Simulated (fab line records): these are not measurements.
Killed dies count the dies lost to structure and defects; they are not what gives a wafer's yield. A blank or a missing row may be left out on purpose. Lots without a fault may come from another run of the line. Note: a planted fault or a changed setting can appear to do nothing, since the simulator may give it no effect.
Which tool is to blame? / flow nand_harc / 39 wafers from 13 lots sampled at 6 of the route's 1159 steps

WHAT THE GAUGES SHOWED, per wafer
NHARC_A_ONON_D1_THK_MEAS_18: measures by ellipsometry.
lot=L196; measured=day 7 16:48; on=film_metro-01; thk_nm (nm)=990 990 989
lot=L198; measured=day 8 06:56; on=film_metro-02; thk_nm (nm)=1007 1007 1006
lot=L197; measured=day 8 06:57; on=film_metro-01; thk_nm (nm)=988 986 987
lot=L199; measured=day 8 23:40; on=film_metro-01; thk_nm (nm)=999 997 999
lot=L202; measured=day 9 16:21; on=film_metro-02; thk_nm (nm)=999 998 997
lot=L205; measured=day 10 06:59; on=film_metro-02; thk_nm (nm)=1011 1011 1011
lot=L207; measured=day 11 01:20; on=film_metro-02; thk_nm (nm)=993 995 993
lot=L206; measured=day 11 20:08; on=film_metro-01; thk_nm (nm)=979 980 981
lot=L216; measured=day 12 14:56; on=film_metro-02; thk_nm (nm)=995 993 993
lot=L213; measured=day 12 14:56; on=film_metro-01; thk_nm (nm)=1010 1011 1009
lot=L218; measured=day 13 09:37; on=film_metro-01; thk_nm (nm)=992 996 995
lot=L219; measured=day 13 09:38; on=film_metro-01; thk_nm (nm)=1002 1004 1003
lot=L217; measured=day 13 09:58; on=film_metro-01; thk_nm (nm)=1002 1004 1003

NHARC_A_ONON_D1_THK_MEAS_30: measures by ellipsometry.
lot=L196; measured=day 7 19:04; on=film_metro-02; thk_nm (nm)=1010 1009 1008
lot=L198; measured=day 8 09:12; on=film_metro-01; thk_nm (nm)=998 999 999
lot=L197; measured=day 8 09:15; on=film_metro-01; thk_nm (nm)=1008 1009 1007
lot=L199; measured=day 9 01:56; on=film_metro-01; thk_nm (nm)=998 997 999
lot=L202; measured=day 9 18:40; on=film_metro-02; thk_nm (nm)=1006 1005 1006
lot=L205; measured=day 10 09:14; on=film_metro-01; thk_nm (nm)=1006 672 1008
lot=L207; measured=day 11 03:35; on=film_metro-01; thk_nm (nm)=994 993 994
lot=L206; measured=day 11 22:24; on=film_metro-01; thk_nm (nm)=992 655 991
lot=L216; measured=day 12 17:14; on=film_metro-01; thk_nm (nm)=995 995 994
lot=L213; measured=day 12 17:13; on=film_metro-01; thk_nm (nm)=1004 1002 1002
lot=L218; measured=day 13 11:52; on=film_metro-01; thk_nm (nm)=994 991 992
lot=L219; measured=day 13 12:01; on=film_metro-01; thk_nm (nm)=997 996 996
lot=L217; measured=day 13 12:14; on=film_metro-01; thk_nm (nm)=996 995 995

NHARC_A_CHANNEL_HOLE_D1_CD_MEAS_10 targets a cd of 100 nm.
lot=L196; measured=day 7 22:37; on=cd_sem-01; cd_nm (nm)=100.0 99.8 99.3
lot=L198; measured=day 8 15:17; on=cd_sem-01; cd_nm (nm)=99.7 99.6 100.3
lot=L197; measured=day 8 15:34; on=cd_sem-01; cd_nm (nm)=100.8 100.1 99.9
lot=L199; measured=day 9 05:14; on=cd_sem-01; cd_nm (nm)=99.8 99.8 100.0
lot=L202; measured=day 9 22:24; on=cd_sem-01; cd_nm (nm)=99.2 99.1 99.6
lot=L205; measured=day 10 15:14; on=cd_sem-01; cd_nm (nm)=99.5 99.4
lot=L207; measured=day 11 07:26; on=cd_sem-02; cd_nm (nm)=100.1 99.9 100.5
lot=L206; measured=day 12 01:31; on=cd_sem-03; cd_nm (nm)=100.5 99.9
lot=L216; measured=day 12 21:38; on=cd_sem-02; cd_nm (nm)=99.9 99.7 100.1
lot=L213; measured=day 12 21:25; on=cd_sem-01; cd_nm (nm)=100.7 100.7 100.5
lot=L218; measured=day 13 18:25; on=cd_sem-01; cd_nm (nm)=100.4 100.1 100.1
lot=L219; measured=day 13 18:43; on=cd_sem-02; cd_nm (nm)=100.8 100.6 100.3
lot=L217; measured=day 13 20:26; on=cd_sem-01; cd_nm (nm)=100.1 100.4 100.0

NHARC_END_SORT_01.
lot=L205; measured=day 21 13:43; on=prober-02; killed_at_array=17 675 9; killed_at_other=0 1 0; killed_at_periphery=3 1 4; killed_dies=20 677 13; killed_open=2 4 0; killed_short=4 3 3
lot=L206; measured=day 22 16:13; on=prober-01; killed_at_array=29 673 37; killed_at_other=0 0 0; killed_at_periphery=7 4 4; killed_dies=36 677 41; killed_open=8 7 6; killed_short=2 2 1

WHICH TOOL RAN EACH LOT (tool, then ch and the chambers of the sampled wafers, then the start)
lot=L196; NHARC_A_ONON_D1_DEP_28=pecvd_onon-01 ch 0, day 7 18:36; NHARC_A_CHANNEL_HOLE_D1_DESCUM_15=rie_diel-09 ch 0,2,3, day 7 22:49
lot=L198; NHARC_A_ONON_D1_DEP_28=pecvd_onon-04 ch 0, day 8 08:45; NHARC_A_CHANNEL_HOLE_D1_DESCUM_15=rie_diel-09 ch 1,3, day 8 15:28
lot=L197; NHARC_A_ONON_D1_DEP_28=pecvd_onon-01 ch 0, day 8 08:44; NHARC_A_CHANNEL_HOLE_D1_DESCUM_15=rie_diel-07 ch 0,1,3, day 8 15:46
lot=L199; NHARC_A_ONON_D1_DEP_28=pecvd_onon-02 ch 0, day 9 01:26; NHARC_A_CHANNEL_HOLE_D1_DESCUM_15=rie_diel-09 ch 0,2,3, day 9 05:26
lot=L202; NHARC_A_ONON_D1_DEP_28=pecvd_onon-01 ch 0, day 9 18:10; NHARC_A_CHANNEL_HOLE_D1_DESCUM_15=rie_diel-07 ch 0,1, day 9 22:36
lot=L205; NHARC_A_ONON_D1_DEP_28=pecvd_onon-02 ch 0, day 10 08:47; NHARC_A_CHANNEL_HOLE_D1_DESCUM_15=rie_diel-03 ch 1,3, day 10 15:26
lot=L207; NHARC_A_ONON_D1_DEP_28=pecvd_onon-01 ch 0, day 11 03:05; NHARC_A_CHANNEL_HOLE_D1_DESCUM_15=rie_diel-03 ch 2,3, day 11 07:37
lot=L206; NHARC_A_ONON_D1_DEP_28=pecvd_onon-02 ch 0, day 11 21:56; NHARC_A_CHANNEL_HOLE_D1_DESCUM_15=rie_diel-03 ch 1,3, day 12 01:43
lot=L216; NHARC_A_ONON_D1_DEP_28=pecvd_onon-01 ch 0, day 12 16:43; NHARC_A_CHANNEL_HOLE_D1_DESCUM_15=rie_diel-09 ch 0,1, day 12 21:49
lot=L213; NHARC_A_ONON_D1_DEP_28=pecvd_onon-04 ch 0, day 12 16:52; NHARC_A_CHANNEL_HOLE_D1_DESCUM_15=rie_diel-07 ch 2,3, day 12 21:36
lot=L218; NHARC_A_ONON_D1_DEP_28=pecvd_onon-01 ch 0, day 13 11:22; NHARC_A_CHANNEL_HOLE_D1_DESCUM_15=rie_diel-09 ch 0,1,2, day 13 18:36
lot=L219; NHARC_A_ONON_D1_DEP_28=pecvd_onon-04 ch 0, day 13 11:34; NHARC_A_CHANNEL_HOLE_D1_DESCUM_15=rie_diel-07 ch 0,2, day 13 18:53
lot=L217; NHARC_A_ONON_D1_DEP_28=pecvd_onon-01 ch 0, day 13 11:47; NHARC_A_CHANNEL_HOLE_D1_DESCUM_15=rie_diel-03 ch 0,1,2, day 13 20:37
- NHARC_A_ONON_D1_DEP_28: target thk 1000 nm.
- NHARC_A_CHANNEL_HOLE_D1_DESCUM_15: chemistry O2, time 3 s.

WHAT THE TOOLS THEMSELVES READ (means of the sampled wafers that have a number; where no wafer has one, the mark that the record gives instead)
NHARC_A_CHANNEL_HOLE_D1_DESCUM_15.
lot=L196; tool=rie_diel-09; drypump_motor_current_A (A)=6.2; oes_product_au (a.u.)=0.996; rf_vpp_V (V)=57.8; showerhead_plenum_p_Torr (Torr)=1.91; throttle_valve_pct (%)=11.320
lot=L198; tool=rie_diel-09; drypump_motor_current_A (A)=6.1; oes_product_au (a.u.)=0.996; rf_vpp_V (V)=58.1; showerhead_plenum_p_Torr (Torr)=1.89; throttle_valve_pct (%)=11.315
lot=L197; tool=rie_diel-07; drypump_motor_current_A (A)=6.0; oes_product_au (a.u.)=1.005; rf_vpp_V (V)=58.2; showerhead_plenum_p_Torr (Torr)=1.87; throttle_valve_pct (%)=11.318
lot=L199; tool=rie_diel-09; drypump_motor_current_A (A)=6.2; oes_product_au (a.u.)=1.004; rf_vpp_V (V)=57.7; showerhead_plenum_p_Torr (Torr)=1.91; throttle_valve_pct (%)=11.312
lot=L202; tool=rie_diel-07; drypump_motor_current_A (A)=5.7; oes_product_au (a.u.)=1.004; rf_vpp_V (V)=58.0; showerhead_plenum_p_Torr (Torr)=1.89; throttle_valve_pct (%)=11.311
lot=L205; tool=rie_diel-03; drypump_motor_current_A (A)=5.7; oes_product_au (a.u.)=0.996; rf_vpp_V (V)=58.0; showerhead_plenum_p_Torr (Torr)=1.90; throttle_valve_pct (%)=11.308
lot=L207; tool=rie_diel-03; drypump_motor_current_A (A)=5.1; oes_product_au (a.u.)=0.998; rf_vpp_V (V)=57.3; showerhead_plenum_p_Torr (Torr)=1.93; throttle_valve_pct (%)=11.317
lot=L206; tool=rie_diel-03; drypump_motor_current_A (A)=5.7; oes_product_au (a.u.)=0.998; rf_vpp_V (V)=57.0; showerhead_plenum_p_Torr (Torr)=1.90; throttle_valve_pct (%)=11.326
lot=L216; tool=rie_diel-09; drypump_motor_current_A (A)=6.1; oes_product_au (a.u.)=1.001; rf_vpp_V (V)=57.8; showerhead_plenum_p_Torr (Torr)=1.84; throttle_valve_pct (%)=11.311
lot=L213; tool=rie_diel-07; drypump_motor_current_A (A)=6.2; oes_product_au (a.u.)=0.993; rf_vpp_V (V)=57.6; showerhead_plenum_p_Torr (Torr)=1.87; throttle_valve_pct (%)=11.315
lot=L218; tool=rie_diel-09; drypump_motor_current_A (A)=6.1; oes_product_au (a.u.)=0.992; rf_vpp_V (V)=58.0; showerhead_plenum_p_Torr (Torr)=1.86; throttle_valve_pct (%)=11.307
lot=L219; tool=rie_diel-07; drypump_motor_current_A (A)=5.4; oes_product_au (a.u.)=1.004; rf_vpp_V (V)=57.7; showerhead_plenum_p_Torr (Torr)=1.89; throttle_valve_pct (%)=11.310
lot=L217; tool=rie_diel-03; drypump_motor_current_A (A)=5.3; oes_product_au (a.u.)=1.004; rf_vpp_V (V)=58.1; showerhead_plenum_p_Torr (Torr)=1.92; throttle_valve_pct (%)=11.314

THE ANSWER, worked out from the rows above alone
Rule: the lots themselves supply what counts as usual. Put in order of their means at a reading, lots are off if they are a third of the lots or fewer, leave a main group of 4 or more, and stand apart from it by a gap of 3 or more times the standard deviation of the main group's means; of several such gaps the widest counts. If all means in a main group match to the digits the tables above print for the reading, that group is not used. Also off: a lot with no number at a reading for which 4 or more lots have one. All remaining lots with rows at the step are treated as sound. Order of review: gauges by route order, followed by the tools' own readings, for which a lot's mean as printed above is used. The first step at which some lot is off is used, and at that step the reading that is off furthest; a lot without a number counts as furthest.
Off: L205, L206 (NHARC_A_ONON_D1_THK_MEAS_30, thk_nm). The main group has a mean of 999 nm with a standard deviation of 5.6.
If a tool, at a process step before that reading, ran all the lots that are off and no sound lot after the first of them, it fits. The gauges at NHARC_A_ONON_D1_THK_MEAS_30 are tried like those tools. One fits: NHARC_A_ONON_D1_DEP_28 on pecvd_onon-02. Its last sound lot is L199 (day 9 01:26), its first lot that is off L205 (day 10 08:47): a fault that began between those two fits.

WHAT HAD BEEN PUT IN BY THE SIMULATOR
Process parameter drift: pecvd_onon-02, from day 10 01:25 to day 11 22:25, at NHARC_A_ONON_D1_DEP_28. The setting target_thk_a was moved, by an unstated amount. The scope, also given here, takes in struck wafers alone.
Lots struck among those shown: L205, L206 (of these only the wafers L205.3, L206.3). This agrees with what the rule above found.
